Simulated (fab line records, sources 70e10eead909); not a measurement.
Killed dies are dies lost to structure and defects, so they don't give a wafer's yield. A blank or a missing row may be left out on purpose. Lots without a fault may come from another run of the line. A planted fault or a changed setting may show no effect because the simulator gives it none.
fab line records | flow nand_harc
record lots=6 wafers=18 last_day=32
route steps=1302 shown P_M0@282 P_M1@285 END@1302
lots that met no fault: from a run of the same line without faults
start_h: hours from the record's first day to the start of the lot's first wafer shown | wait_h: hours since the lot's step before | " the same as in the row above | L1.1+2: a row that stands for several wafers | - no value, or no start given | * or withheld: withheld | < > ~ a bound
route shown NAME@n: a module of which the file shows steps, and the number in the route of the first | usual: mean/standard deviation of fault-free wafers | same: alike in all rows | chamber/n: place in a boat | sites: the reading at each site | _std_site: their standard deviation | _edge_site: outer sites' mean less inner sites' | radius_mm: how far each site lies from the wafer's centre | mask NAME#n: copy n | behind: the tool/chamber that last shaped the wafer | hold: why the lot was held/for how many hours/how that ended | device: the transistor (n, p or np) that didn't switch | end of line: the same wafers' tests at the end of the route | a step without rows: its recipe alone | killed: dies lost to structure and defects at the first sort, not the wafer's yield | map: a wafer's dies, x killed, . not, _ none there
set.NAME: the setting as run; set.NAME@STEP: as run at that earlier step | model.NAME: the simulator's own value behind a step, which no gauge read
lots at some steps of the route; a table a step, a row a wafer
services: from which hour (start_h, from the record's first day; less than 0 if before it) a tool's chamber was out of use, for how many hours, and why
## steps
# step NHARC_P_M0_INSPECT_27
# usual raw_defect_count=315/150
# columns lot.wafer tool chamber start_h wait_h raw_defect_count
L894.1 defect_inspect-02 - 123.12 0.0 472
L894.2 " - " " 275
L894.3 " - " " 336
L905.1 defect_inspect-02 - 234.74 0.0 169
L905.3 " - " " 244
L905.6 " - " " 384
L910.2 defect_inspect-02 - 290.58 0.0 310
L910.3 " - " " 463
L910.6 " - " " 360
L911.1 defect_inspect-01 - 294.59 0.0 156
L911.5 " - " " 211
L911.6 " - " " 187
L912.1 defect_inspect-02 - 314.12 0.0 330
L912.2 " - " " 310
L912.3 " - " " 259
L916.2 defect_inspect-01 - 343.59 0.0 196
L916.4 " - " " 144
L916.5 " - " " 146
# step NHARC_P_M0_PRE_CLEAN_31
# recipe time_s=12 temp_c=370 rf_power_w=300 gas=NH3
# usual heater_power_outer_w=350/60 heater_power_w=592/92
# columns lot.wafer tool chamber start_h wait_h heater_power_outer_w heater_power_w
L894.1 pecvd-01 2 123.19 0.1 362 601
L894.2 " 0 " " 262 473
L894.3 " 1 " " 418 736
L905.1 pecvd-04 1 234.81 0.1 338 560
L905.3 " 0 " " 283 504
L905.6 " 2 " " 401 641
L910.3 pecvd-04 0 290.64 0.1 304 513
L910.2 " 2 " " 385 614
L910.6 " 1 " " 296 520
L911.1 pecvd-01 1 294.66 0.1 377 653
L911.5 " 1 " " 377 673
L911.6 " 2 " " 353 589
L912.1 pecvd-04 1 314.19 0.1 319 551
L912.3 " 2 " " 390 622
L912.2 " 0 " " 313 524
L916.2 pecvd-02 1 343.65 0.1 356 620
L916.5 " 2 " " 430 652
L916.4 " 0 " " 372 642
# step NHARC_P_M0_DEP_32
# recipe target_thk_a=300 temp_c=370 target_thk_nm=30 pressure_torr=3 flow_sccm=200 rf_w=450 material=SiCN
# usual heater_power_outer_w=309/62 heater_power_w=540/96
# columns lot.wafer tool chamber start_h wait_h heater_power_outer_w heater_power_w
L894.1 pecvd-01 2 123.27 0.1 311 511
L894.2 " 0 " " 237 441
L894.3 " 1 " " 368 642
L905.1 pecvd-04 1 234.89 0.1 241 440
L905.3 " 0 " " 231 431
L905.6 " 2 " " 324 512
L910.3 pecvd-04 0 290.72 0.1 272 478
L910.2 " 2 " " 319 514
L910.6 " 1 " " 287 512
L911.1 pecvd-01 1 294.74 0.1 363 668
L911.5 " 1 " " 364 656
L911.6 " 2 " " 341 585
L912.1 pecvd-04 1 314.27 0.1 225 430
L912.3 " 2 " " 341 551
L912.2 " 0 " " 220 404
L916.2 pecvd-02 1 343.73 0.1 324 563
L916.5 " 2 " " 312 518
L916.4 " 0 " " 371 652
# step NHARC_P_M1_DEP_00
# recipe target_thk_a=1825 target_thk_nm=182.5 temp_c=withheld pressure_torr=5 flow_sccm=200 rf_w=600 material=SiOC
# step NHARC_P_M1_DEHYDRATE_01
# recipe temp_c=150 time_s=120
# step NHARC_P_M1_HMDS_02
# recipe time_s=30
# step NHARC_P_M1_COAT_34
# recipe temp_c=200 time_s=65
# step NHARC_P_M1_COAT_03
# recipe spin_rpm=1500 resist_thk_nm=90
# step NHARC_P_M1_SOFTBAKE_04
# recipe temp_c=105 time_s=55
# step NHARC_P_M1_EBR_05
# step NHARC_P_M1_EXPOSE_06
# recipe na=1.35 target_cd_nm=130 dose_mj=81.88 mask_id=P_M1
# step NHARC_P_M1_PEB_07
# recipe peb_temp_c=100 peb_time_s=65
# columns lot.wafer tool chamber start_h wait_h
L894.1+2+3 litho_track-04 0 124.45 0.1
L905.1+3+6 litho_track-04 0 235.93 0.1
L910.2+3+6 litho_track-04 0 291.89 0.1
L911.1+5+6 litho_track-04 0 295.89 0.1
L912.1+2+3 litho_track-01 0 315.43 0.1
L916.2+4+5 litho_track-06 0 344.78 0.1
# step NHARC_P_M1_DEVELOP_08
# recipe develop_time_s=35 dev_temp_c=23
# step NHARC_P_M1_CD_MEAS_09
# recipe target_cd_nm=130 landing_energy_ev=500
# usual cd_nm=130.0/0.67
# columns lot.wafer tool chamber start_h wait_h cd_nm
L894.1 cd_sem-01 0 124.53 - 129.6
L894.2 " 0 " " 130.6
L894.3 " 0 " " 129.8
L905.1 cd_sem-01 0 236.01 - 129.8
L905.3 " 0 " " 130.2
L905.6 " 0 " " 130.4
L910.2 cd_sem-03 0 291.97 - 136.7
L910.3 " 0 " " 136.0
L910.6 " 0 " " 136.5
L911.1 cd_sem-02 0 295.96 - 130.9
L911.5 " 0 " " 131.4
L911.6 " 0 " " 136.3
L912.1 cd_sem-01 0 315.51 - 130.3
L912.2 " 0 " " 129.7
L912.3 " 0 " " 129.4
L916.2 cd_sem-02 0 344.86 - 129.3
L916.4 " 0 " " 128.7
L916.5 " 0 " " 128.7
# step NHARC_P_M1_OVL_MEAS_10
# recipe pitch_nm=260
# usual overlay_x_nm=-0.2/0.78 overlay_y_nm=-0.2/0.85
# columns lot.wafer tool chamber start_h wait_h overlay_x_nm overlay_y_nm
L894.1 overlay-01 - 124.62 - -0.8 1.1
L894.2 " - " " -0.2 1.7
L894.3 " - " " -1.4 0.8
L905.1 overlay-01 - 236.09 - -0.1 -0.5
L905.3 " - " " 0.2 -0.8
L905.6 " - " " -0.3 -0.5
L910.2 overlay-01 - 292.06 - -1.0 0.1
L910.3 " - " " -0.3 0.2
L910.6 " - " " 0.1 -0.5
L911.1 overlay-02 - 296.05 - -0.9 -0.6
L911.5 " - " " -0.7 -0.6
L911.6 " - " " -0.4 -0.9
L912.1 overlay-01 - 315.60 - 0.1 -0.7
L912.2 " - " " 1.4 -0.2
L912.3 " - " " 1.3 -0.7
L916.2 overlay-02 - 344.94 - -0.2 0.1
L916.4 " - " " -0.5 -0.4
L916.5 " - " " -0.3 0.3
# step NHARC_P_M1_INSPECT_11
# usual raw_defect_count=4.5/2.7
# columns lot.wafer tool chamber start_h wait_h raw_defect_count
L894.1 defect_inspect-01 - 124.66 0.0 4
L894.2 " - " " 10
L894.3 " - " " 14
L905.1 defect_inspect-01 - 236.13 0.0 9
L905.3 " - " " 7
L905.6 " - " " 5
L910.2 defect_inspect-01 - 292.09 0.0 9
L910.3 " - " " 6
L910.6 " - " " 2
L911.1 defect_inspect-02 - 296.09 0.0 7
L911.5 " - " " 6
L911.6 " - " " 3
L912.1 defect_inspect-01 - 315.64 0.0 10
L912.2 " - " " 4
L912.3 " - " " 3
L916.2 defect_inspect-02 - 344.98 0.0 3
L916.4 " - " " 3
L916.5 " - " " 0
# step NHARC_P_M1_DESCUM_14
# recipe time_s=3 o2_flow_sccm=200 ar_flow_sccm=0 bias_power_w=0 chemistry=O2
# usual drypump_motor_current_A=5.6/0.39 oes_product_au=1.005/0.0088 rf_vpp_V=57.5/0.93 showerhead_plenum_p_Torr=1.87/0.074 throttle_valve_pct=11.311/0.009
# columns lot.wafer tool chamber start_h wait_h drypump_motor_current_A oes_product_au rf_hours_counter_h rf_vpp_V showerhead_plenum_p_Torr throttle_valve_pct model.P_M1.cd_nm
L894.2 rie_diel-05 3 124.72 0.1 6.1 0.993 2 59.1 2.02 11.311 130.1
L894.3 " 0 " " 5.0 1.016 4 57.9 1.81 11.308 130.2
L894.1 " 1 " " 5.9 0.994 4 56.8 1.83 11.308 128.7
L905.3 rie_diel-09 0 236.20 0.1 6.0 1.020 8 57.3 1.80 11.313 131.1
L905.1 " 1 " " 5.1 1.001 8 59.5 1.91 11.301 130.4
L905.6 " 2 " " 5.1 0.992 - 55.9 1.91 11.319 130.8
L910.3 rie_diel-05 3 292.15 0.1 6.0 1.002 2 58.8 2.01 11.306 136.4
L910.2 " 2 " " 5.3 1.001 2 57.0 1.81 11.320 135.9
L910.6 " 3 " " 6.0 0.991 - 58.7 2.01 11.307 136.5
L911.1 rie_diel-05 3 296.15 0.1 6.0 1.001 3 58.1 2.01 11.319 131.2
L911.6 " 3 " " 6.0 1.005 - 58.4 2.01 11.307 136.3
L911.5 " 0 " " 5.0 1.007 - 57.2 1.80 11.311 130.9
L912.2 rie_diel-09 3 315.70 0.1 5.7 1.029 13 57.1 1.80 11.322 130.4
L912.3 " 1 " " 5.1 1.006 14 57.7 1.91 11.314 129
L912.1 " 2 " " 5.1 0.998 13 56.2 1.90 11.303 130.4
L916.4 rie_diel-05 1 345.04 0.1 6.0 0.999 7 58.2 1.83 11.298 127.3
L916.2 " 2 " " 5.3 1.011 5 57.8 1.81 11.309 128.7
L916.5 " 2 " " 5.3 1.014 - 56.2 1.81 11.310 128
# step NHARC_P_M1_ETCH_35
# recipe target_depth_a=400 overetch_a=120 time_s=43.94 ion_energy_ev=200 n2_flow_sccm=150 h2_flow_sccm=150 ar_flow_sccm=0 rf_w=400 bias_w=150 chemistry=N2/H2
# usual drypump_motor_current_A=5.6/0.39 h2_flow_sccm=150.0/0.5 oes_product_au=1.001/0.0085 rf_vpp_V=429.2/2.4 showerhead_plenum_p_Torr=2.00/0.083 throttle_valve_pct=14.172/0.0094
# columns lot.wafer tool chamber start_h wait_h drypump_motor_current_A h2_flow_sccm oes_product_au rf_hours_counter_h rf_vpp_V showerhead_plenum_p_Torr throttle_valve_pct
L894.2 rie_diel-05 0 124.82 0.1 5.0 149.3 1.007 4 427.1 1.92 14.162
L894.3 " 1 " " 5.9 149.8 1.000 4 427.5 1.95 14.172
L894.1 " 3 " " 6.0 150.3 0.986 3 434.8 2.15 14.178
L905.3 rie_diel-09 1 236.29 0.1 5.1 149.9 1.010 8 429.8 2.04 14.171
L905.1 " 0 " " 5.9 150.3 1.008 8 425.3 1.92 14.174
L905.6 " 0 " " 5.9 150.7 1.021 - 426.9 1.92 14.169
L910.3 rie_diel-05 2 292.25 0.1 5.2 151.0 1.007 2 425.7 1.92 14.184
L910.2 " 0 " " 5.0 149.7 0.997 3 426.7 1.92 14.167
L910.6 " 2 " " 5.3 151.2 0.994 - 426.6 1.92 14.170
L911.1 rie_diel-05 2 296.24 0.1 5.2 150.0 1.014 3 427.0 1.92 14.159
L911.5 " 2 " " 5.3 149.7 1.014 - 426.6 1.92 14.186
L911.6 " 3 " " 6.1 151.0 1.009 - 433.8 2.15 14.172
L912.3 rie_diel-09 3 315.78 0.1 5.7 150.6 1.012 13 427.3 1.92 14.172
L912.2 " 1 " " 5.1 149.8 1.012 14 430.8 2.03 14.182
L912.1 " 2 " " 5.1 150.8 1.006 13 431.0 2.03 14.190
L916.4 rie_diel-05 1 345.13 0.1 5.9 149.7 0.996 7 426.9 1.95 14.164
L916.2 " 2 " " 5.3 149.9 1.004 5 427.4 1.92 14.174
L916.5 " 2 " " 5.3 149.8 1.000 - 429.2 1.92 14.149
# step NHARC_P_M1_ETCH_15
# recipe target_depth_a=1825 time_s=91.2 c4f8_flow_sccm=withheld ar_flow_sccm=400 rf_w=600 bias_w=300 chemistry=C4F8/Ar
# usual oes_product_au=0.960/0.019 rf_vpp_V=439.7/2.5
# columns lot.wafer tool chamber start_h wait_h oes_product_au rf_hours_counter_h rf_vpp_V
L894.1 rie_diel-05 3 - - 0.955 3 443.7
L894.3 " 0 " " 0.961 4 438.0
L894.2 " 1 " " 0.965 4 438.2
L905.1 rie_diel-09 2 - - 0.914 7 439.4
L905.3 " 0 " " 0.935 8 436.6
L905.6 " 2 " " 0.912 - 441.3
L910.2 rie_diel-05 0 - - 0.951 3 437.4
L910.3 " 2 " " 0.990 2 437.6
L910.6 " 3 " " 0.951 - 442.9
L911.1 rie_diel-05 1 - - 0.976 3 438.0
L911.6 " 3 " " 0.960 - 442.2
L911.5 " 0 " " 0.956 - 435.8
L912.2 rie_diel-09 3 - - 0.966 13 437.7
L912.3 " 0 " " 0.977 15 437.9
L912.1 " 1 " " 0.976 14 439.7
L916.2 rie_diel-05 3 - - 0.977 6 443.2
L916.4 " 0 " " 0.967 7 437.8
L916.5 " 1 " " 0.966 - 437.7
# step NHARC_P_M1_CD_MEAS_16
# usual cd_nm=129.8/0.91
# columns lot.wafer tool chamber start_h wait_h cd_nm
L894.1 cd_sem-02 - 125.07 - 128.7
L894.2 " - " " 129.8
L894.3 " - " " 130.0
L905.1 cd_sem-02 - 236.54 - 129.9
L905.3 " - " " 131.1
L905.6 " - " " 130.3
L910.2 cd_sem-03 - 292.46 - 136.2
L910.3 " - " " 135.7
L910.6 " - " " 135.8
L911.1 cd_sem-03 - 296.45 - 130.8
L911.5 " - " " 129.9
L911.6 " - " " 136.5
L912.1 cd_sem-02 - 316.00 - 131.1
L912.2 " - " " 130.8
L912.3 " - " " 128.3
L916.2 cd_sem-03 - 345.35 - 128.4
L916.4 " - " " 127.4
L916.5 " - " " 128.0
# step NHARC_P_M1_STRIP_18
# recipe power_w=1000 n2_flow_sccm=150 h2_flow_sccm=150 ar_flow_sccm=0 bias_w=0 chemistry=N2/H2
# usual drypump_motor_current_A=5.6/0.37 h2_flow_sccm=150.1/0.48 oes_product_au=1.003/0.0087 power_w=1000.3/2.6 rf_vpp_V=90.4/1 showerhead_plenum_p_Torr=2.00/0.078 throttle_valve_pct=14.171/0.0092
# columns lot.wafer tool chamber start_h wait_h drypump_motor_current_A h2_flow_sccm oes_product_au power_w rf_hours_counter_h rf_vpp_V showerhead_plenum_p_Torr throttle_valve_pct
L894.2 rie_diel-05 0 125.14 0.1 5.0 150.8 1.003 995.7 4 88.9 1.92 14.179
L894.1 " 1 " " 5.9 150.2 1.007 998.3 4 90.7 1.95 14.156
L894.3 " 3 " " 6.1 150.0 0.999 1000.3 3 92.2 2.15 14.153
L905.1 rie_diel-09 1 236.61 0.1 5.1 149.1 1.007 1000.5 8 91.2 2.04 14.172
L905.3 " 0 " " 6.0 150.1 1.016 1004.2 8 88.0 1.92 14.164
L905.6 " 0 " " 6.0 150.2 1.020 1000.9 - 89.2 1.92 14.181
L910.3 rie_diel-05 0 292.59 0.1 5.0 149.7 1.007 995.0 3 90.6 1.92 14.162
L910.2 " 1 " " 5.9 149.8 1.001 1000.9 2 90.4 1.95 14.157
L910.6 " 2 " " 5.3 150.7 1.002 999.7 - 89.8 1.93 14.160
L911.1 rie_diel-05 1 296.56 0.1 5.9 150.1 1.005 1001.2 3 91.9 1.95 14.182
L911.5 " 0 " " 5.0 150.0 1.008 1003.5 - 90.4 1.92 14.172
L911.6 " 1 " " 6.0 150.2 1.006 1001.4 - 89.9 1.95 14.162
L912.1 rie_diel-09 1 316.10 0.1 5.1 150.0 1.003 999.5 14 90.9 2.03 14.174
L912.3 " 2 " " 5.1 149.6 1.009 999.0 13 89.9 2.03 14.171
L912.2 " 3 " " 5.7 150.2 1.011 1003.8 13 88.4 1.92 14.181
L916.2 rie_diel-05 1 345.42 0.1 5.9 149.1 1.002 1002.8 7 90.5 1.95 14.179
L916.4 " 0 " " 5.0 150.8 0.997 997.7 7 89.1 1.92 14.164
L916.5 " 2 " " 5.3 149.9 1.003 999.4 - 88.4 1.92 14.179
# step NHARC_P_M1_ETCH_28
# recipe target_depth_a=300 over_etch_frac=0.3 time_s=72.99 ion_energy_ev=150 cf4_flow_sccm=50 n2_flow_sccm=100 ar_flow_sccm=150 rf_w=300 bias_w=100 chemistry=CF4/N2
# usual cf4_flow_sccm=50.00/0.14 drypump_motor_current_A=5.6/0.37 oes_product_au=1.004/0.0094 rf_vpp_V=313.4/1.7 showerhead_plenum_p_Torr=2.58/0.092 throttle_valve_pct=19.795/0.0089
# columns lot.wafer tool chamber start_h wait_h cf4_flow_sccm drypump_motor_current_A oes_product_au rf_hours_counter_h rf_vpp_V showerhead_plenum_p_Torr throttle_valve_pct model.P_M1.cd_nm
L894.1 rie_diel-05 3 - - 50.18 6.1 0.984 3 315.3 2.76 19.795 129.5
L894.3 " 0 " " 50.14 5.0 1.007 4 311.1 2.49 19.791 129.6
L894.2 " 1 " " 50.09 5.9 0.998 4 312.2 2.52 19.800 129
L905.1 rie_diel-09 1 - - 49.90 5.1 1.014 8 313.5 2.62 19.771 130.2
L905.3 " 2 " " 49.97 5.2 0.996 7 312.5 2.62 19.799 131.2
L905.6 " 2 " " 50.05 5.1 0.999 - 315.6 2.62 19.801 130.7
L910.2 rie_diel-05 2 - - 50.06 5.3 1.006 2 312.6 2.49 19.796 136.1
L910.3 " 0 " " 49.94 5.0 0.997 3 311.0 2.48 19.791 134.8
L910.6 " 2 " " 50.15 5.2 1.008 - 311.3 2.49 19.784 135.8
L911.1 rie_diel-05 1 - - 50.02 5.9 0.998 3 312.1 2.52 19.799 131
L911.6 " 1 " " 49.80 5.9 1.010 - 313.1 2.52 19.791 136.9
L911.5 " 2 " " 50.08 5.3 1.008 - 310.9 2.49 19.808 128.8
L912.2 rie_diel-09 0 - - 49.96 6.0 1.032 15 311.6 2.48 19.795 129.4
L912.3 " 1 " " 50.05 5.1 1.018 14 314.0 2.62 19.805 127.6
L912.1 " 3 " " 49.86 5.7 1.013 13 311.4 2.48 19.793 131
L916.2 rie_diel-05 2 - - 50.05 5.2 1.022 5 311.6 2.49 19.796 129
L916.4 " 1 " " 49.95 5.9 1.013 7 311.0 2.52 19.807 126
L916.5 " 2 " " 50.23 5.3 1.011 - 311.7 2.49 19.798 128.1
# step NHARC_P_M1_STRIP_19
# recipe time_s=600 temp_c=30 chemistry=post_etch_residue_remover
# step NHARC_END_SORT_01
# recipe temp_c=25
# usual defect_limited_yield=91/3 killed_at_array=55/20 killed_at_other=1.2/1.3 killed_at_periphery=4.0/3 killed_dies=60/21 killed_open=3.2/1.9 killed_short=2.5/1.6
# same gross_dies=677
# columns lot.wafer tool chamber start_h wait_h defect_limited_yield[%] killed_at_array killed_at_other killed_at_periphery killed_dies killed_open killed_short
L905.1 prober-02 0 673.68 2.5 88 70 1 7 78 5 6
L905.3 prober-02 0 675.28 3.1 90 63 1 6 70 0 1
L905.6 prober-02 0 677.67 4.0 89 69 2 5 76 6 2
L911.1 prober-02 0 723.74 2.5 88 77 2 4 83 5 2
L911.5 prober-02 0 726.94 3.7 87 82 1 5 88 2 5
L911.6 prober-02 0 727.74 4.0 86 90 0 2 92 6 2
L910.2 prober-01 0 724.50 2.8 90 64 0 7 71 3 2
L910.3 prober-01 0 725.29 3.1 96 25 0 2 27 1 1
L910.6 prober-01 0 727.68 4.0 94 42 0 0 42 1 2
L916.2 prober-02 0 777.47 2.8 94 37 1 2 40 4 1
L916.4 prober-02 0 779.06 3.4 93 43 2 2 47 2 3
L916.5 prober-02 0 779.86 3.7 94 37 1 2 40 3 1
# killed by level:class
L905.1 A_CHANNEL_HOLE_D1:chamber_film_flake=30 A_CHANNEL_HOLE_D2:chamber_film_flake=16 A_CHANNEL_FILL_D2:chamber_film_flake=7 P_STI:chamber_film_flake=4 A_STAIRCASE:chamber_film_flake=3 A_DECK1_JOINT:geometric_particle:open=2 A_CHANNEL_FILL_D2:geometric_particle:short=2 P_CONTACT:chamber_film_flake=2
L905.3 A_CHANNEL_HOLE_D1:chamber_film_flake=34 A_CHANNEL_HOLE_D2:chamber_film_flake=16 P_STI:chamber_film_flake=6 A_CONTACT:chamber_film_flake=6 A_CHANNEL_FILL_D2:chamber_film_flake=2 A_STAIRCASE:chamber_film_flake=2 A_DECK1_JOINT:geometric_particle:short=1 A_SLIT:chamber_film_flake=1
L905.6 A_CHANNEL_HOLE_D1:chamber_film_flake=35 A_CHANNEL_HOLE_D2:chamber_film_flake=15 A_CHANNEL_FILL_D2:chamber_film_flake=4 A_CONTACT:chamber_film_flake=4 A_STAIRCASE:chamber_film_flake=3 P_CONTACT:geometric_particle:open=2 A_ONON_D1:geometric_particle:short=2 A_ONON_D1:geometric_particle:open=2
L911.1 A_CHANNEL_HOLE_D1:chamber_film_flake=32 A_SLIT:chamber_film_flake=23 A_CONTACT:chamber_film_flake=7 P_GATE:chamber_film_flake=3 A_ONON_D2:geometric_particle:open=2 A_STAIRCASE:chamber_film_flake=2 A_WL_FILL:chamber_film_flake=2 A_M0:chamber_film_flake=2
L910.2 A_CHANNEL_HOLE_D2:chamber_film_flake=26 A_CHANNEL_HOLE_D1:chamber_film_flake=10 A_SLIT:chamber_film_flake=7 A_ZERO_WELL:chamber_film_flake=5 A_WL_FILL:chamber_film_flake=4 P_STI:chamber_film_flake=3 A_CONTACT:chamber_film_flake=3 P_GATE:chamber_film_flake=2
L910.3 A_CHANNEL_HOLE_D2:chamber_film_flake=12 A_CHANNEL_HOLE_D1:chamber_film_flake=5 A_STAIRCASE:chamber_film_flake=3 P_STI:chamber_film_flake=2 A_CONTACT:chamber_film_flake=2 A_ONON_D1:geometric_particle:open=1 A_WL_FILL:geometric_particle:short=1 A_WL_FILL:chamber_film_flake=1
L911.5 A_CHANNEL_HOLE_D1:chamber_film_flake=33 A_SLIT:chamber_film_flake=32 A_CONTACT:chamber_film_flake=6 A_WL_FILL:chamber_film_flake=3 A_M0:geometric_particle:short=2 P_CONTACT:chamber_film_flake=2 A_STAIRCASE:chamber_film_flake=2 P_M0:geometric_particle:open=1
L910.6 A_CHANNEL_HOLE_D2:chamber_film_flake=16 A_CHANNEL_HOLE_D1:chamber_film_flake=8 A_SLIT:chamber_film_flake=7 A_CONTACT:chamber_film_flake=5 A_CHANNEL_FILL_D1:geometric_particle:short=1 A_DECK1_JOINT:geometric_particle:open=1 A_BLC:geometric_particle:short=1 A_CHANNEL_FILL_D1:chamber_film_flake=1
L911.6 A_CHANNEL_HOLE_D1:chamber_film_flake=37 A_SLIT:chamber_film_flake=31 A_STAIRCASE:chamber_film_flake=5 A_WL_FILL:chamber_film_flake=4 A_CONTACT:chamber_film_flake=4 A_CHANNEL_FILL_D2:geometric_particle:open=2 A_M0:chamber_film_flake=2 P_CONTACT:geometric_particle:short=1
L916.2 A_CHANNEL_HOLE_D2:chamber_film_flake=23 A_SLIT:chamber_film_flake=7 A_ONON_D1:geometric_particle:open=1 P_M1:geometric_particle:open=1 A_CHANNEL_FILL_D1:geometric_particle:open=1 A_CHANNEL_FILL_D1:geometric_particle:short=1 A_BLC:geometric_particle:open=1 P_ZERO_WELL:chamber_film_flake=1
L916.4 A_CHANNEL_HOLE_D2:chamber_film_flake=25 A_SLIT:chamber_film_flake=13 P_M2:geometric_particle:open=1 A_ONON_D1:geometric_particle:open=1 A_SGD_CUT:geometric_particle:short=1 A_WL_FILL:geometric_particle:short=1 P_STI:chamber_film_flake=1 STARTING-WAFER:geometric_particle:short=1
L916.5 A_CHANNEL_HOLE_D2:chamber_film_flake=24 A_SLIT:chamber_film_flake=10 P_GATE:geometric_particle:open=1 P_CONTACT:geometric_particle:open=1 A_ONON_D1:geometric_particle:short=1 A_BLC:geometric_particle:open=1 A_CHANNEL_FILL_D1:chamber_film_flake=1 THIN_TSV:chamber_film_flake=1
## services
# columns tool chamber start_h hours kind
rie_diel-05 2 104.63 5.4 repair
pecvd-01 - 107.58 0.7 repair
rie_diel-05 2 122.88 4.8 repair
pecvd-01 - 130.00 13.0 pm
rie_diel-05 0 141.60 2.3 repair
rie_diel-09 - 143.10 9.0 pm
pecvd-01 2 148.86 11.9 repair
litho_track-01 - 155.00 7.0 pm
pecvd-01 2 166.98 44.0 repair
rie_diel-05 2 167.14 4.6 repair
litho_track-06 - 179.00 7.0 pm
litho_track-04 - 203.00 7.0 pm
pecvd-01 0 204.13 18.8 repair
pecvd-02 - 227.14 13.0 pm
rie_diel-05 - 229.60 9.0 pm
rie_diel-09 3 232.56 7.2 repair
rie_diel-05 2 242.52 2.6 repair
rie_diel-05 2 252.10 1.3 repair
pecvd-04 - 269.27 13.0 pm
rie_diel-05 2 273.32 3.6 repair
pecvd-01 1 295.95 13.5 repair
pecvd-01 - 311.00 13.0 pm
rie_diel-09 - 320.10 9.0 pm
rie_diel-05 2 323.26 17.6 repair
## key
first_sign step=NHARC_P_M1_CD_MEAS_09 reading=cd_nm direction=up sigmas=9.4 usual=130.0 struck=136.4
effect step=NHARC_P_M1_CD_MEAS_16 reading=cd_nm direction=up sigmas=6.9 usual=129.8 struck=136.0
model_effect step=NHARC_P_M1_DESCUM_14 value=P_M1.cd_nm without=130.4 struck=136.3
model_effect step=NHARC_P_M1_ETCH_28 value=P_M1.cd_nm without=130.1 struck=135.9
met_at NHARC_P_M1_PEB_07
struck_wafers L910.2,L910.3,L910.6,L911.6
onset_between 235.93 291.89
fault kind=process_parameter_drift tool=litho_track-04 chamber=- onset_h=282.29 steps=NHARC_P_M1_PEB_07 channel=peb_time_s offset=* shape=step end_h=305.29 scope=struck_wafers_only acts_in=* stated=*
